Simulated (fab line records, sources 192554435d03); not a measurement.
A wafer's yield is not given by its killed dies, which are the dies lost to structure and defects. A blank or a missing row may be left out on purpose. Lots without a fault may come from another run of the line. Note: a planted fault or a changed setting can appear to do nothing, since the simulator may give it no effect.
fab line records -- flow n5Finfet
[record] lots = 14, wafers = 37, lastDay = 17
route steps=1938 shown PMOS_HMC_CHANNEL_EPI@69 FIN_SAQP@95 BEOL_M4@1111
lots that met no fault: from a run of the same line without faults
startH: the number of hours between the record's first day and the start of the first shown wafer of the lot -- waitH: time in hours since the lot's previous step -- " the same as in the row above -- L1.1+2: several wafers, shown together as one row -- - value missing, or start not given -- * or withheld: withheld -- < > ~ a bound
route shown NAME@n: names a module that has steps shown in the file, with the first one's number in the route -- usual: mean and standard deviation over wafers with no fault -- same: alike in all rows -- chamber/n: place in a boat -- sites: the reading at each site -- _std_site: how widely they spread, as a standard deviation -- _edge_site: outer sites' mean less inner sites' -- radiusMm: how far each site lies from the wafer's centre -- mask NAME#n: copy n -- behind: the last tool/chamber to shape the wafer -- hold: what put the lot on hold/how long, in hours/how the hold closed -- device: the transistor (n, p or np) that didn't switch -- end of line: tests run on the same wafers once the route is complete -- step lacking rows: just its recipe -- killed: the dies lost at the first sort to structure and to defects; this is not the yield of the wafer -- map: dies across one wafer; x = killed, . = not, _ = none there
set.NAME: the setting the step ran with; set.NAME@STEP: the setting that earlier step ran with -- model.NAME: the simulator's own value behind a step, which no gauge read
a sample of lots followed through the steps of the route, with each step as a table and each wafer as a row
services: the hour from which a tool's chamber was out of use, counted from the record's first day as startH (under 0 if before that day), plus the number of hours and why
[[steps]]
[step N5_PMOS_HMC_CHANNEL_EPI_ETCH_32]
[recipe] chemistry = N2/H2, target = BARC, stopOn = SiO2, targetDepthA = 858, overEtchFrac = 0.3, timeS = 50.3, ionEnergyEv = 200, maskMaterial = CAR-ArF-block, pressureMtorr = 30, sourceW = 840, biasW = 150, n2FlowSccm = 200, h2FlowSccm = 200
[usual] drypumpMotorCurrentA = 5.6/0.5, oesProductAu = 0.69/0.074, rfVppV = 524.0/2.6, showerheadPlenumPTorr = 2.55/0.087, throttleValvePct = 17.87/0.27
lot.wafer,tool,chamber,startH,waitH,drypumpMotorCurrentA,oesProductAu,rfHoursCounterH,rfVppV,showerheadPlenumPTorr,throttleValvePct
L227.2,rieDiel-01,2,17.49,0.0,5.0,0.63,178,524.7,2.53,18.35
L227.3,rieDiel-01,3,17.49,0.0,5.3,0.63,151,521.1,2.46,17.86
L228.3,rieDiel-05,1,23.31,0.0,6.1,0.78,18,529.7,2.72,17.58
L228.5,rieDiel-05,1,23.31,0.0,6.1,0.78,-,528.0,2.72,17.57
L228.6,rieDiel-05,0,23.31,0.0,5.6,0.69,-,518.4,2.37,17.73
L229.2,rieDiel-03,1,29.31,0.0,6.1,0.59,249,522.6,2.53,18.20
L229.6,rieDiel-03,1,29.31,0.0,6.1,0.60,-,522.6,2.53,18.21
L230.2,rieDiel-05,1,35.59,0.0,6.1,0.77,21,527.6,2.72,17.59
L230.5,rieDiel-05,1,35.59,0.0,6.1,0.77,-,526.3,2.72,17.59
L230.6,rieDiel-05,2,35.59,0.0,6.8,0.73,-,528.1,2.69,17.45
L231.1,rieDiel-01,3,41.77,0.0,5.3,0.62,161,520.6,2.45,17.88
L231.3,rieDiel-01,1,41.77,0.0,5.8,0.82,1,526.3,2.60,17.71
L231.6,rieDiel-01,0,41.77,0.0,4.9,0.82,-,525.3,2.62,18.00
L232.3,rieDiel-01,3,47.70,0.0,5.4,0.62,163,522.1,2.45,17.89
L232.5,rieDiel-01,3,47.70,0.0,5.4,0.62,-,520.7,2.45,17.88
L232.6,rieDiel-01,2,47.70,0.0,5.0,0.62,-,523.9,2.53,18.36
L233.1,rieDiel-03,2,53.09,0.0,5.1,0.67,116,520.0,2.44,17.53
L233.4,rieDiel-03,3,53.09,0.0,5.4,0.63,-,526.8,2.63,17.87
L233.5,rieDiel-03,0,53.09,0.0,5.9,0.66,-,525.3,2.56,18.06
L235.2,rieDiel-01,3,65.46,0.0,5.4,0.63,168,519.5,2.45,17.89
L235.4,rieDiel-01,1,65.46,0.0,5.8,0.80,9,524.9,2.60,17.71
L240.3,rieDiel-03,0,95.63,0.0,5.9,0.65,138,524.9,2.56,18.06
L240.6,rieDiel-03,3,95.63,0.0,5.4,0.62,-,527.2,2.62,17.93
L244.1,rieDiel-03,1,119.33,0.0,6.1,0.80,21,522.4,2.52,17.87
L244.3,rieDiel-03,3,119.33,0.0,5.4,0.62,213,525.8,2.62,17.94
L244.4,rieDiel-03,0,119.33,0.0,5.9,0.65,146,523.8,2.55,18.10
L247.2,rieDiel-01,1,137.13,0.0,5.8,0.75,33,525.0,2.59,17.76
L247.3,rieDiel-01,0,137.13,0.0,4.9,0.76,45,524.6,2.60,18.04
L247.5,rieDiel-01,2,137.13,0.0,5.0,0.60,-,523.2,2.52,18.42
L248.2,rieDiel-01,0,144.14,0.0,4.9,0.76,48,525.7,2.60,18.05
L248.4,rieDiel-01,0,144.14,0.0,4.9,0.75,-,523.9,2.60,18.05
L249.2,rieDiel-03,0,149.10,0.0,5.9,0.64,154,523.6,2.55,18.09
L249.3,rieDiel-03,1,149.10,0.0,6.1,0.77,31,521.8,2.51,17.90
L249.4,rieDiel-03,3,149.10,0.0,5.4,0.61,222,526.1,2.62,17.94
L250.2,rieDiel-05,1,155.18,0.0,6.1,0.72,52,527.6,2.70,17.63
L250.3,rieDiel-05,0,155.18,0.0,5.6,0.66,112,519.1,2.35,17.80
L250.6,rieDiel-05,1,155.18,0.0,6.1,0.74,-,527.7,2.70,17.64
[step N5_FIN_SAQP_DENSIFY_62]
[recipe] tempC = 700, timeS = 60, ambient = N2, idleTempC = 600, rampUpCPerS = 150, rampDownCPerS = 60, coolToC = 600
[usual] lampPowerPct = 9.84/0.054, wafer_temp_C_max = 703.3/0.62
lot.wafer,tool,chamber,startH,waitH,lampPowerPct,wafer_temp_C_max
L227.2,rtpAnneal-02,0,20.72,0.2,9.78,703.1
L227.3,rtpAnneal-02,0,20.72,0.2,9.75,703.2
L228.3,rtpAnneal-01,0,26.70,0.2,9.92,703.6
L228.5,rtpAnneal-01,0,26.70,0.2,9.88,703.1
L228.6,rtpAnneal-01,0,26.70,0.2,9.68,702.2
L229.2,rtpAnneal-02,0,32.45,0.2,9.77,703.0
L229.6,rtpAnneal-02,0,32.45,0.2,9.88,703.8
L230.2,rtpAnneal-02,0,39.12,0.1,9.78,703.2
L230.5,rtpAnneal-02,0,39.12,0.1,9.82,703.6
L230.6,rtpAnneal-02,0,39.12,0.1,9.75,702.9
L231.1,rtpAnneal-02,0,44.80,0.1,9.88,702.4
L231.3,rtpAnneal-02,0,44.80,0.1,9.82,702.9
L231.6,rtpAnneal-02,0,44.80,0.1,9.84,703.0
L232.3,rtpAnneal-02,0,51.02,0.3,9.83,702.7
L232.5,rtpAnneal-02,0,51.02,0.3,9.86,703.5
L232.6,rtpAnneal-02,0,51.02,0.3,9.78,704.4
L233.1,rtpAnneal-02,0,56.28,0.1,9.88,703.8
L233.4,rtpAnneal-02,0,56.28,0.1,9.84,703.0
L233.5,rtpAnneal-02,0,56.28,0.1,9.91,702.4
L235.2,rtpAnneal-01,0,68.77,0.1,9.84,702.6
L235.4,rtpAnneal-01,0,68.77,0.1,9.84,703.4
L240.3,rtpAnneal-01,0,99.84,0.2,9.77,703.3
L240.6,rtpAnneal-01,0,99.84,0.2,9.81,702.5
L244.1,rtpAnneal-01,0,122.55,0.2,9.89,702.8
L244.3,rtpAnneal-01,0,122.55,0.2,9.94,703.3
L244.4,rtpAnneal-01,0,122.55,0.2,9.86,702.9
L247.2,rtpAnneal-01,0,140.63,0.1,9.83,703.0
L247.3,rtpAnneal-01,0,140.63,0.1,9.77,703.5
L247.5,rtpAnneal-01,0,140.63,0.1,9.92,702.7
L248.2,rtpAnneal-01,0,147.30,0.1,9.93,703.0
L248.4,rtpAnneal-01,0,147.30,0.1,9.85,704.4
L249.2,rtpAnneal-01,0,152.31,0.2,9.82,703.1
L249.3,rtpAnneal-01,0,152.31,0.2,9.81,704.8
L249.4,rtpAnneal-01,0,152.31,0.2,9.88,703.3
L250.2,rtpAnneal-01,0,158.72,0.1,9.85,703.3
L250.3,rtpAnneal-01,0,158.72,0.1,9.87,703.4
L250.6,rtpAnneal-01,0,158.72,0.1,9.81,703.4
[step N5_FIN_SAQP_HM_DEP_03]
[recipe] material = SiNx, targetThkA = 380, tempC = 400, precursor = SiH4/NH3/N2, pressureTorr = 1.5, rfW = 300, timeS = 33.6
[usual] heaterPowerW = 774/99, showerheadPlenumPTorr = 5.11/0.061, throttleValvePct = 41/3.3
lot.wafer,tool,chamber,startH,waitH,heaterPowerW,showerheadPlenumPTorr,throttleValvePct
L227.2,pecvd-01,2,20.90,0.2,604,5.14,36
L227.3,pecvd-01,0,20.90,0.2,821,5.13,39
L228.3,pecvd-02,1,26.85,0.1,903,5.20,42
L228.5,pecvd-02,1,26.85,0.1,905,5.20,41
L228.6,pecvd-02,0,26.85,0.1,853,5.06,39
L229.2,pecvd-01,0,32.63,0.2,941,5.12,39
L229.6,pecvd-01,1,32.63,0.2,748,5.09,44
L230.2,pecvd-01,0,39.31,0.2,882,5.14,39
L230.5,pecvd-01,1,39.31,0.2,751,5.08,45
L230.6,pecvd-01,0,39.31,0.2,906,5.13,39
L231.1,pecvd-01,2,45.02,0.2,624,5.15,36
L231.3,pecvd-01,1,45.02,0.2,738,5.08,44
L231.6,pecvd-01,1,45.02,0.2,746,5.09,44
L232.3,pecvd-04,0,51.20,0.2,639,4.98,39
L232.5,pecvd-04,0,51.20,0.2,650,4.99,40
L232.6,pecvd-04,1,51.20,0.2,906,5.17,46
L233.1,pecvd-02,0,56.49,0.2,770,5.05,39
L233.4,pecvd-02,2,56.49,0.2,715,5.15,41
L233.5,pecvd-02,0,56.49,0.2,777,5.04,39
L235.2,pecvd-04,2,68.96,0.2,754,5.08,36
L235.4,pecvd-04,2,68.96,0.2,710,5.09,36
L240.3,pecvd-04,1,100.02,0.2,840,5.16,46
L240.6,pecvd-04,0,100.02,0.2,682,5.00,39
L244.1,pecvd-04,0,122.77,0.2,757,5.00,40
L244.3,pecvd-04,2,122.77,0.2,827,5.09,36
L244.4,pecvd-04,2,122.77,0.2,838,5.09,37
L247.2,pecvd-01,1,140.82,0.2,705,5.09,44
L247.3,pecvd-01,0,140.82,0.2,932,5.14,40
L247.5,pecvd-01,0,140.82,0.2,774,5.13,39
L248.2,pecvd-02,2,147.49,0.2,653,5.15,41
L248.4,pecvd-02,2,147.49,0.2,628,5.15,41
L249.2,pecvd-01,0,152.50,0.2,762,5.13,40
L249.3,pecvd-01,2,152.50,0.2,686,5.14,36
L249.4,pecvd-01,1,152.50,0.2,729,5.08,44
L250.2,pecvd-02,0,158.90,0.2,796,5.04,40
L250.3,pecvd-02,2,158.90,0.2,683,5.16,41
L250.6,pecvd-02,2,158.90,0.2,705,5.14,40
[step N5_FIN_SAQP_THK_MEAS_05]
[usual] thkNm = 38.1/0.43
lot.wafer,tool,chamber,startH,waitH,thkNm
L227.2,filmMetro-02,-,20.99,0.1,37.8
L227.3,filmMetro-02,-,20.99,0.1,38.7
L228.3,filmMetro-02,-,26.94,0.1,37.9
L228.5,filmMetro-02,-,26.94,0.1,38.1
L228.6,filmMetro-02,-,26.94,0.1,38.3
L229.2,filmMetro-01,-,32.72,0.1,37.2
L229.6,filmMetro-01,-,32.72,0.1,38.1
L230.2,filmMetro-01,-,39.40,0.1,38.4
L230.5,filmMetro-01,-,39.40,0.1,39.0
L230.6,filmMetro-01,-,39.40,0.1,38.7
L231.1,filmMetro-02,-,45.11,0.1,38.4
L231.3,filmMetro-02,-,45.11,0.1,38.3
L231.6,filmMetro-02,-,45.11,0.1,39.1
L232.3,filmMetro-02,-,51.29,0.1,38.2
L232.5,filmMetro-02,-,51.29,0.1,38.1
L232.6,filmMetro-02,-,51.29,0.1,37.7
L233.1,filmMetro-02,-,56.58,0.1,37.8
L233.4,filmMetro-02,-,56.58,0.1,38.4
L233.5,filmMetro-02,-,56.58,0.1,38.5
L235.2,filmMetro-01,-,69.07,0.1,37.5
L235.4,filmMetro-01,-,69.07,0.1,38.4
L240.3,filmMetro-02,-,100.11,0.1,30.2
L240.6,filmMetro-02,-,100.11,0.1,38.4
L244.1,filmMetro-02,-,122.85,0.1,37.8
L244.3,filmMetro-02,-,122.85,0.1,29.5
L244.4,filmMetro-02,-,122.85,0.1,38.1
L247.2,filmMetro-01,-,140.90,0.1,37.7
L247.3,filmMetro-01,-,140.90,0.1,37.8
L247.5,filmMetro-01,-,140.90,0.1,38.5
L248.2,filmMetro-01,-,147.58,0.1,37.9
L248.4,filmMetro-01,-,147.58,0.1,38.3
L249.2,filmMetro-02,-,152.59,0.1,37.8
L249.3,filmMetro-02,-,152.59,0.1,37.4
L249.4,filmMetro-02,-,152.59,0.1,38.4
L250.2,filmMetro-01,-,158.99,0.1,37.8
L250.3,filmMetro-01,-,158.99,0.1,37.9
L250.6,filmMetro-01,-,158.99,0.1,38.2
[step N5_FIN_SAQP_PECVD_48]
[recipe] material = SiNx, targetThkA = 250, tempC = 400, precursor = SiH4/NH3/N2, pressureTorr = 1.5, rfW = 300, timeS = 22.1
[usual] heaterPowerW = 772/87, showerheadPlenumPTorr = 5.11/0.069, throttleValvePct = 40.7/2.8
lot.wafer,tool,chamber,startH,waitH,heaterPowerW,showerheadPlenumPTorr,throttleValvePct
L227.2,pecvd-02,1,21.07,0.0,823,5.20,41.6
L227.3,pecvd-02,0,21.07,0.0,839,5.05,39.2
L228.3,pecvd-02,0,27.02,0.0,787,5.04,39.0
L228.5,pecvd-02,0,27.02,0.0,780,5.05,39.1
L228.6,pecvd-02,1,27.02,0.0,902,5.20,41.7
L229.2,pecvd-04,1,32.82,0.0,798,5.16,45.7
L229.6,pecvd-04,0,32.82,0.0,634,4.99,39.2
L230.2,pecvd-04,1,39.50,0.0,888,5.17,46.0
L230.5,pecvd-04,0,39.50,0.0,719,4.99,39.2
L230.6,pecvd-04,1,39.50,0.0,873,5.17,46.1
L231.1,pecvd-02,2,45.18,0.0,658,5.14,40.6
L231.3,pecvd-02,1,45.18,0.0,891,5.20,41.8
L231.6,pecvd-02,1,45.18,0.0,904,5.22,41.8
L232.3,pecvd-01,0,51.37,0.0,793,5.14,39.1
L232.5,pecvd-01,2,51.37,0.0,694,5.13,35.7
L232.6,pecvd-01,0,51.37,0.0,790,5.12,39.1
L233.1,pecvd-04,0,56.66,0.0,746,4.99,39.4
L233.4,pecvd-04,2,56.66,0.0,741,5.09,36.1
L233.5,pecvd-04,1,56.66,0.0,907,5.17,45.9
L235.2,pecvd-01,2,69.15,0.0,686,5.14,36.0
L235.4,pecvd-01,0,69.15,0.0,814,5.13,38.7
L240.3,pecvd-04,0,100.22,0.0,631,4.99,39.9
L240.6,pecvd-04,1,100.22,0.0,832,5.17,46.0
L244.1,pecvd-01,2,122.93,0.0,707,5.16,35.9
L244.3,pecvd-01,1,122.93,0.0,682,5.09,44.6
L244.4,pecvd-01,2,122.93,0.0,686,5.14,35.7
L247.2,pecvd-02,2,140.98,0.0,734,5.14,40.9
L247.3,pecvd-02,0,140.98,0.0,814,5.05,40.0
L247.5,pecvd-02,0,140.98,0.0,805,5.05,39.8
L248.2,pecvd-04,1,147.65,0.0,873,5.15,46.1
L248.4,pecvd-04,2,147.65,0.0,777,5.09,36.6
L249.2,pecvd-04,2,152.69,0.0,853,5.09,36.6
L249.3,pecvd-04,0,152.69,0.0,738,4.99,40.1
L249.4,pecvd-04,2,152.69,0.0,859,5.10,36.7
L250.2,pecvd-01,1,159.09,0.0,714,5.08,44.4
L250.3,pecvd-01,1,159.09,0.0,694,5.07,44.3
L250.6,pecvd-01,2,159.09,0.0,642,5.14,36.5
[step N5_FIN_SAQP_HM_OPEN_33]
[recipe] chemistry = CH3F/O2, target = SiNx, maskMaterial = SiO2, targetDepthA = 494, timeS = 70.6, pressureMtorr = 30, sourceW = 395, biasW = 73, Ar_flow_sccm = 150, CH3F_flow_sccm = 30, O2_flow_sccm = 20, ionEnergyEv = 120, ends = cleared
[usual] CH3F_flow_sccm = 29.99/0.095, drypumpMotorCurrentA = 5.6/0.39, etchRfOnTimeS = 69.5/1.2, oesProductAu = 0.66/0.072, rfVppV = 294/4.7, showerheadPlenumPTorr = 2.02/0.06, throttleValvePct = 16.53/0.23
lot.wafer,tool,chamber,startH,waitH,CH3F_flow_sccm,drypumpMotorCurrentA,etchRfOnTimeS,oesProductAu,rfHoursCounterH,rfVppV,showerheadPlenumPTorr,throttleValvePct
L227.2,rieDiel-04,0,25.28,0.0,30.00,6.1,68.2,0.72,55,297,1.96,16.29
L227.3,rieDiel-04,2,25.28,0.0,29.96,6.4,70.6,0.67,127,296,1.92,16.22
L228.3,rieDiel-02,2,32.12,0.0,29.97,5.0,69.6,0.65,143,294,2.01,16.39
L228.5,rieDiel-02,0,32.12,0.0,30.01,5.3,70.5,0.57,-,298,2.06,16.86
L228.6,rieDiel-02,2,32.12,0.0,29.99,5.0,69.6,0.65,-,293,2.01,16.39
L229.2,rieDiel-06,3,37.56,0.0,29.83,5.9,67.6,0.63,186,296,2.00,16.94
L229.6,rieDiel-06,2,37.56,0.0,30.05,5.3,68.8,0.65,-,293,1.94,16.61
L230.2,rieDiel-02,2,44.52,0.0,29.94,5.0,69.4,0.66,148,294,2.01,16.39
L230.5,rieDiel-02,0,44.52,0.0,29.86,5.3,72.3,0.57,-,299,2.06,16.88
L230.6,rieDiel-02,1,44.52,0.0,30.06,5.6,70.3,0.64,-,283,2.09,16.57
L231.1,rieDiel-02,1,49.69,0.0,30.15,5.6,70.1,0.64,157,284,2.09,16.59
L231.3,rieDiel-02,2,49.69,0.0,29.91,5.0,70.4,0.64,150,292,2.01,16.40
L231.6,rieDiel-02,3,49.69,0.0,30.02,5.7,70.3,0.80,-,294,2.13,16.15
L232.3,rieDiel-06,1,55.86,0.1,29.99,6.1,71.4,0.61,225,293,2.07,16.70
L232.5,rieDiel-06,0,55.86,0.1,30.01,6.0,68.2,0.60,-,294,2.06,16.48
L232.6,rieDiel-06,1,55.86,0.1,29.91,6.1,70.7,0.60,-,295,2.07,16.71
L233.1,rieDiel-02,2,61.60,0.3,29.93,5.0,69.5,0.64,156,295,2.01,16.41
L233.4,rieDiel-02,2,61.60,0.3,29.87,5.0,70.5,0.64,-,294,2.01,16.41
L233.5,rieDiel-02,0,61.60,0.3,30.05,5.3,70.2,0.85,-,300,2.06,16.44
L235.2,rieDiel-06,1,73.58,0.0,30.06,6.1,70.1,0.60,232,295,2.07,16.72
L235.4,rieDiel-06,3,73.58,0.0,29.93,5.9,70.8,0.62,200,296,1.99,16.96
L240.3,rieDiel-02,2,104.81,0.0,30.07,5.0,55.1,0.63,172,294,2.01,16.45
L240.6,rieDiel-02,1,104.81,0.0,29.99,5.5,70.4,0.62,-,285,2.08,16.63
L244.1,rieDiel-02,3,127.69,0.2,29.95,5.7,68.7,0.75,37,296,2.12,16.20
L244.3,rieDiel-02,1,127.69,0.2,29.99,5.6,53.8,0.62,188,285,2.08,16.65
L244.4,rieDiel-02,0,127.69,0.2,29.92,5.3,68.3,0.78,24,299,2.05,16.49
L247.2,rieDiel-06,2,145.90,0.0,29.83,5.3,68.9,0.63,197,294,1.92,16.69
L247.3,rieDiel-06,0,145.90,0.0,29.86,5.9,68.4,0.57,264,294,2.04,16.53
L247.5,rieDiel-06,0,145.90,0.0,29.96,6.0,69.2,0.57,-,292,2.04,16.52
L248.2,rieDiel-06,3,151.84,0.0,30.04,5.9,69.9,0.60,236,297,1.98,17.03
L248.4,rieDiel-06,0,151.84,0.0,29.79,5.9,68.4,0.57,-,294,2.04,16.54
L249.2,rieDiel-06,0,157.59,0.1,29.85,5.9,68.5,0.57,269,292,2.04,16.53
L249.3,rieDiel-06,2,157.59,0.1,29.97,5.3,68.4,0.63,202,293,1.92,16.70
L249.4,rieDiel-06,2,157.59,0.1,29.98,5.3,70.4,0.62,-,293,1.92,16.67
L250.2,rieDiel-04,2,163.35,0.0,29.98,6.4,69.1,0.63,179,296,1.91,16.33
L250.3,rieDiel-04,0,163.35,0.0,30.00,6.1,68.5,0.68,103,298,1.94,16.37
L250.6,rieDiel-04,1,163.35,0.0,30.15,5.4,68.0,0.76,-,298,2.02,16.27
[step N5_BEOL_M4_RC_MEAS_101]
[usual] DIBL_N = 36.3/1.6, DIBL_P = 36.2/2.1, IOFF_N = 0.16/0.031, IOFF_P = 0.21/0.034, ION_N = 673/11, ION_P = 461/7.4, SS_N = 71.6/0.55, SS_P = 73.3/0.66, VT_N = 251/3.2, VT_P = -251/3.5
lot.wafer,tool,chamber,startH,waitH,DIBL_N[mV/V],DIBL_P[mV/V],IOFF_N[nA/um],IOFF_P[nA/um],ION_N[uA/um],ION_P[uA/um],SS_N[mV/dec],SS_P[mV/dec],VT_N[mV],VT_P[mV]
L227.2,prober-02,0,157.00,0.2,36.6,35.7,0.16,0.23,678,469,72.4,73.7,250,-252
L227.3,prober-02,0,157.00,0.2,34.4,33.3,0.13,0.19,683,473,71.6,73.3,252,-250
L228.3,prober-02,0,159.98,0.3,36.3,36.0,0.14,0.21,683,471,71.0,73.8,254,-254
L228.5,prober-02,0,159.98,0.3,36.8,36.5,0.14,0.21,665,462,71.5,73.4,253,-253
L228.6,prober-02,0,159.98,0.3,38.4,37.9,0.17,0.25,676,464,71.2,74.0,250,-251
L229.2,prober-02,0,163.25,0.2,33.4,33.4,0.12,0.15,664,452,70.8,72.9,258,-254
L229.6,prober-02,0,163.25,0.2,35.0,36.1,0.15,0.20,661,453,71.6,73.3,249,-251
L230.2,prober-01,0,180.04,0.2,37.1,37.1,0.18,0.21,673,458,72.1,74.2,248,-250
L230.5,prober-01,0,180.04,0.2,34.0,33.1,0.12,0.16,648,447,71.8,72.7,254,-255
L230.6,prober-01,0,180.04,0.2,35.2,35.2,0.15,0.18,679,456,72.0,73.1,250,-254
L231.1,prober-02,0,185.05,0.0,36.0,35.8,0.14,0.22,661,460,72.0,73.4,255,-250
L231.3,prober-02,0,185.05,0.0,38.8,39.2,0.20,0.28,679,467,71.9,74.3,249,-244
L231.6,prober-02,0,185.05,0.0,38.9,39.4,0.19,0.28,675,473,72.2,74.7,248,-244
L232.3,prober-01,0,188.45,0.3,34.0,34.1,0.12,0.20,665,465,70.5,73.1,253,-249
L232.5,prober-01,0,188.45,0.3,35.5,35.7,0.15,0.21,666,461,70.8,73.2,251,-247
L232.6,prober-01,0,188.45,0.3,32.7,32.4,0.11,0.18,669,468,70.6,72.9,256,-252
L233.1,prober-01,0,192.87,0.0,39.4,39.1,0.25,0.27,681,460,72.0,74.2,244,-247
L233.4,prober-01,0,192.87,0.0,39.9,40.1,0.24,0.28,683,461,72.9,74.2,245,-247
L233.5,prober-01,0,192.87,0.0,40.0,39.6,0.26,0.28,683,464,72.5,73.5,246,-248
L235.2,prober-01,0,209.78,0.2,34.9,32.9,0.12,0.18,653,457,71.0,73.2,255,-252
L235.4,prober-01,0,209.78,0.2,35.7,33.0,0.14,0.19,677,462,70.8,72.8,251,-253
L240.3,prober-01,0,236.62,0.3,39.0,38.5,0.19,0.21,679,453,72.6,74.1,247,-256
L240.6,prober-01,0,236.62,0.3,36.2,36.6,0.14,0.18,660,453,71.2,73.5,251,-256
L244.1,prober-02,0,253.81,0.0,36.2,33.6,0.13,0.19,663,451,71.1,72.5,253,-255
L244.3,prober-02,0,253.81,0.0,39.5,37.7,0.20,0.26,686,467,71.9,74.1,250,-247
L244.4,prober-02,0,253.81,0.0,35.8,33.4,0.13,0.19,653,456,71.4,73.3,253,-254
L247.2,prober-01,0,273.49,0.2,36.9,37.1,0.16,0.18,670,454,71.6,73.1,251,-258
L247.3,prober-01,0,273.49,0.2,33.8,33.7,0.11,0.13,662,446,70.9,72.7,256,-262
L247.5,prober-01,0,273.49,0.2,36.6,37.1,0.16,0.17,682,459,71.5,73.2,249,-258
L248.2,prober-01,0,281.13,0.2,36.8,35.2,0.15,0.19,667,454,71.3,73.0,253,-254
L248.4,prober-01,0,281.13,0.2,38.1,37.4,0.17,0.21,689,464,71.6,74.0,246,-253
L249.2,prober-01,0,295.65,0.2,34.2,32.7,0.10,0.14,656,455,70.4,71.8,257,-254
L249.3,prober-01,0,295.65,0.2,37.2,37.0,0.15,0.19,667,456,71.2,72.6,251,-253
L249.4,prober-01,0,295.65,0.2,36.9,36.4,0.14,0.19,666,463,71.6,72.9,252,-255
L250.2,prober-01,0,298.01,0.2,37.9,38.5,0.19,0.23,687,466,71.7,74.6,248,-249
L250.3,prober-01,0,298.01,0.2,39.1,41.1,0.23,0.28,697,472,73.3,74.0,245,-248
L250.6,prober-01,0,298.01,0.2,39.1,41.7,0.25,0.29,708,478,72.5,74.3,243,-248
[[services]]
tool,chamber,startH,hours,kind
rieDiel-02,-,11.62,1.2,repair
pecvd-04,-,12.25,0.9,repair
rieDiel-05,-,28.85,1.1,repair
rieDiel-02,3,29.92,4.2,repair
rieDiel-02,3,55.90,7.6,repair
rieDiel-05,-,70.80,14.6,pm
rieDiel-02,0,75.70,2.6,repair
pecvd-04,2,76.54,22.8,repair
pecvd-04,-,76.90,2.8,pm
rtpAnneal-02,-,78.63,5.4,pm
rieDiel-06,2,87.77,25.7,repair
rieDiel-06,1,88.98,2.9,repair
rieDiel-02,3,89.46,1.7,repair
pecvd-04,2,99.45,17.2,repair
pecvd-02,-,101.87,1.2,repair
rieDiel-06,1,102.88,93.9,repair
rieDiel-01,-,105.87,0.6,repair
pecvd-04,-,135.85,0.9,repair
rieDiel-01,1,140.00,12.9,repair
pecvd-04,1,148.80,8.8,repair
pecvd-01,0,155.28,4.9,repair
pecvd-04,-,157.10,2.5,repair
rieDiel-05,-,159.79,0.5,repair
rieDiel-02,1,162.23,15.8,repair
[[key]]
[firstSign] step = N5_FIN_SAQP_THK_MEAS_05, reading = thkNm, direction = down, sigmas = 19, usual = *, struck = *
[effect] step = N5_FIN_SAQP_HM_OPEN_33, reading = etchRfOnTimeS, direction = down, sigmas = 13, usual = *, struck = *
metAt N5_FIN_SAQP_HM_DEP_03
struckLots L240,L244
struckWafers L240.3,L244.3
sortLeftOut L240.3,L244.3
notActingAt N5_PMOS_HMC_CHANNEL_EPI_ETCH_32,N5_FIN_SAQP_DENSIFY_62,N5_FIN_SAQP_PECVD_48
onsetBetween 68.96 100.02
[fault] kind = processParameterDrift, tool = pecvd-04, chamber = -, onsetH = 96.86, steps = N5_FIN_SAQP_HM_DEP_03, channel = timeS, offset = *, shape = step, endH = 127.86, scope = struckWafersOnly, actsIn = *, stated = *
// sortLeftOut: the simulated sort isn't trusted on such a fault, so these wafers' sort isn't shown, and their yield isn't known
